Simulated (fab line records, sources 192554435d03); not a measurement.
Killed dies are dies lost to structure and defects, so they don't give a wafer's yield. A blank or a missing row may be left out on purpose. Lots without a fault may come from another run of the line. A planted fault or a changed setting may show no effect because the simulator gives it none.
fab line records | flow n5_finfet
record lots=7 wafers=39
route steps=1938 shown WELL_APT@55 FIN_SAQP@116 FIN_CUT@173 SD_EPI_N@278 DUMMY_REMOVAL@382 HKMG_FIN@413 MOL_CONTACT_COAG@584 BEOL_M4@1111
start_h: hours from the record's first day to the start of the lot's first wafer shown | wait_h: hours since the lot's step before | " the same as in the row above | L1.1+2: a row that stands for several wafers | - no value, or no start given | * or withheld: withheld | < > ~ a bound
route shown NAME@n: a module of which the file shows steps, and the number in the route of the first | usual: mean/standard deviation of fault-free wafers | same: alike in all rows | chamber/n: place in a boat | sites: the reading at each site | _std_site: their standard deviation | _edge_site: outer sites' mean less inner sites' | radius_mm: how far each site lies from the wafer's centre | mask NAME#n: copy n | behind: the tool/chamber that last shaped the wafer | hold: why the lot was held/for how many hours/how that ended | device: the transistor (n, p or np) that didn't switch | end of line: the same wafers' tests at the end of the route | a step without rows: its recipe alone | killed: dies lost to structure and defects at the first sort, not the wafer's yield | map: a wafer's dies, x killed, . not, _ none there
set.NAME: the setting as run; set.NAME@STEP: as run at that earlier step | model.NAME: the simulator's own value behind a step, which no gauge read
lots whose settings were changed on purpose; a table a step, a row a wafer
## steps
# step N5_WELL_APT_EPI_41
# recipe material=Si target_thk_a=500 temp_c=650 precursor=SiH4/H2 pressure_torr=20 time_s=297.7
# step N5_FIN_SAQP_ETCH_52
# recipe chemistry=N2/H2 target=SOC target_depth_a=1000 overetch_a=200 mask_material=SiARC temp_c=40 time_s=150 ion_energy_ev=200 pressure_mtorr=30 source_w=840 bias_w=150 n2_flow_sccm=200 h2_flow_sccm=200 ends=end_point
# step N5_FIN_CUT_CUT_ETCH_26
# recipe chemistry=CH3F/O2 target=SiNx target_depth_a=390 mask_material=SOC time_s=55.7 pressure_mtorr=30 source_w=395 bias_w=73 Ar_flow_sccm=150 CH3F_flow_sccm=30 O2_flow_sccm=20 ion_energy_ev=120
# step N5_SD_EPI_N_ETCH_45
# recipe chemistry=CH3F/O2 target=SiOCN target_depth_a=60 mask_material=SOC ion_energy_ev=60 bias_w=29 pressure_mtorr=15 source_w=410 Ar_flow_sccm=150 CH3F_flow_sccm=30 O2_flow_sccm=20
# step N5_DUMMY_REMOVAL_PRECLEAN_08
# recipe chemistry=NF3:NH3 afs_cycles=2 temp_c=30 time_s=20 sublimation_temp_c=180 sublimation_time_s=60 pressure_torr=3 rf_power_w=30
# step N5_HKMG_FIN_CVD_62
# recipe material=a-Si target_thk_a=30 temp_c=500 precursor=Si2H6 pressure_torr=1 time_s=20.8
# step N5_MOL_CONTACT_COAG_ETCHBACK_135
# recipe chemistry=CHF3 target=SiO2 target_depth_a=250 time_s=16.7 ion_energy_ev=200 pressure_mtorr=30 source_w=610 bias_w=170 Ar_flow_sccm=200 CHF3_flow_sccm=50
# step N5_MOL_CONTACT_COAG_ETCH_47
# recipe chemistry=CH3F/O2 target=SiNx target_depth_a=270 mask_material=SiO2 stop_on=W over_etch_frac=0.2 ion_energy_ev=120 endpoint=OES-CN pressure_mtorr=30 source_w=395 bias_w=73 Ar_flow_sccm=150 CH3F_flow_sccm=30 O2_flow_sccm=20 ends=end_point
# step N5_BEOL_M4_RC_MEAS_101
# usual CJ_N=4.32/0.087
# columns lot.wafer tool chamber start_h wait_h set.time_s@WELL_APT_EPI_41 set.source_w@FIN_SAQP_ETCH_52 set.target_depth_a@FIN_CUT_CUT_ETCH_26 set.target_depth_a@SD_EPI_N_ETCH_45 set.afs_target_nm@DUMMY_REMOVAL_PRECLEAN_08 set.target_thk_a@HKMG_FIN_CVD_62 set.target_depth_a@MOL_CONTACT_COAG_ETCHBACK_135 set.over_etch_frac@MOL_CONTACT_COAG_ETCH_47 CJ_N
L076.1 prober-02 0 205.93 0.0 297.7 840 390 60 1.5 26.42 250 0.2 4.19
L076.2 " 0 " " 304.1 840 428 60 1.688 30 278 0.1853 4.23
L076.3 " 0 " " 304.1 840 390 64.78 1.688 30 278 0.2 4.18
L076.4 " 0 " " 297.7 840 428 64.78 1.5 30 250 0.1853 4.26
L076.5 " 0 " " 304.1 840 428 64.78 1.5 26.42 278 0.1853 4.17
L076.6 " 0 " " 297.7 840 390 60 1.688 26.42 250 0.2 4.26
L078.1 prober-01 0 219.21 0.0 297.7 840 390 60 1.5 30 250 0.2 4.39
L078.3 " 0 " " 297.7 840 390 60 1.5 30 250 0.2 4.16
L078.6 " 0 " " 297.7 840 390 60 1.5 30 250 0.2 4.21
L082.1 prober-01 0 245.94 0.0 297.7 840 435.5 60 1.5 30 234.5 0.2064 4.28
L082.2 " 0 " " 310.9 972.6 390 60 1.5 30 250 0.2 4.13
L082.3 " 0 " " 297.7 840 390 55.26 1.69 30 234.5 0.2064 4.42
L082.4 " 0 " " 297.7 972.6 435.5 55.26 1.5 30 234.5 0.2 4.34
L082.5 " 0 " " 310.9 972.6 390 55.26 1.69 30 250 0.2 4.09
L082.6 " 0 " " 310.9 840 435.5 60 1.69 30 250 0.2064 4.15
L090.1 prober-01 0 301.95 0.0 297.7 840 425.4 60 1.283 30 231.2 0.2 4.35
L090.2 " 0 " " 297.7 888.1 390 53.71 1.283 26.29 250 0.2 4.21
L090.3 " 0 " " 297.7 840 425.4 53.71 1.5 26.29 250 0.1861 4.29
L090.4 " 0 " " 297.7 888.1 390 60 1.5 26.29 231.2 0.2 4.36
L090.5 " 0 " " 297.7 840 390 53.71 1.283 30 231.2 0.1861 4.36
L090.6 " 0 " " 297.7 888.1 425.4 60 1.5 30 250 0.1861 4.24
L095.1 prober-02 0 315.94 0.0 297.7 840 390 60 1.293 33.01 260 0.2092 4.33
L095.2 " 0 " " 297.7 840 390 53.79 1.5 30 260 0.2 4.26
L095.3 " 0 " " 297.7 687 390 53.79 1.5 30 260 0.2092 4.38
L095.4 " 0 " " 297.7 840 390 53.79 1.293 33.01 250 0.2 4.23
L095.5 " 0 " " 297.7 687 390 60 1.5 33.01 250 0.2092 4.36
L095.6 " 0 " " 297.7 687 390 60 1.293 30 250 0.2 4.25
L093.1 prober-02 0 317.40 0.0 297.7 840 440.4 60 1.275 30 282.4 0.1926 4.33
L093.2 " 0 " " 297.7 763.1 390 60 1.275 30 250 0.1926 4.41
L093.3 " 0 " " 297.7 763.1 390 60 1.5 30 250 0.1926 4.42
L093.4 " 0 " " 297.7 763.1 440.4 60 1.275 30 282.4 0.2 4.24
L093.5 " 0 " " 297.7 840 390 60 1.5 30 282.4 0.2 4.40
L093.6 " 0 " " 297.7 840 440.4 60 1.5 30 250 0.2 4.37
L097.1 prober-02 0 347.34 0.0 281.6 840 430.9 60 1.731 30 265.2 0.1895 4.56
L097.2 " 0 " " 281.6 928.3 390 57.51 1.731 30 265.2 0.2 4.63
L097.3 " 0 " " 297.7 840 430.9 57.51 1.731 30 250 0.1895 4.35
L097.4 " 0 " " 297.7 928.3 430.9 57.51 1.5 30 250 0.2 4.38
L097.5 " 0 " " 297.7 840 390 60 1.5 30 250 0.1895 4.31
L097.6 " 0 " " 281.6 928.3 390 60 1.5 30 265.2 0.2 4.67
## key
split step=N5_WELL_APT_EPI_41 setting=time_s stated_as=297.7
response step=N5_BEOL_M4_RC_MEAS_101 reading=CJ_N slope=-0.0468 per=1% together_with=all explained=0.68
split step=N5_FIN_SAQP_ETCH_52 setting=source_w stated_as=840
response none clear
split step=N5_FIN_CUT_CUT_ETCH_26 setting=target_depth_a stated_as=390
response none clear
split step=N5_SD_EPI_N_ETCH_45 setting=target_depth_a stated_as=60
response none clear
split step=N5_DUMMY_REMOVAL_PRECLEAN_08 setting=afs_target_nm stated_as=1.5
response none clear
split step=N5_HKMG_FIN_CVD_62 setting=target_thk_a stated_as=30
response none clear
split step=N5_MOL_CONTACT_COAG_ETCHBACK_135 setting=target_depth_a stated_as=250
response none clear
split step=N5_MOL_CONTACT_COAG_ETCH_47 setting=over_etch_frac stated_as=0.2
response none clear
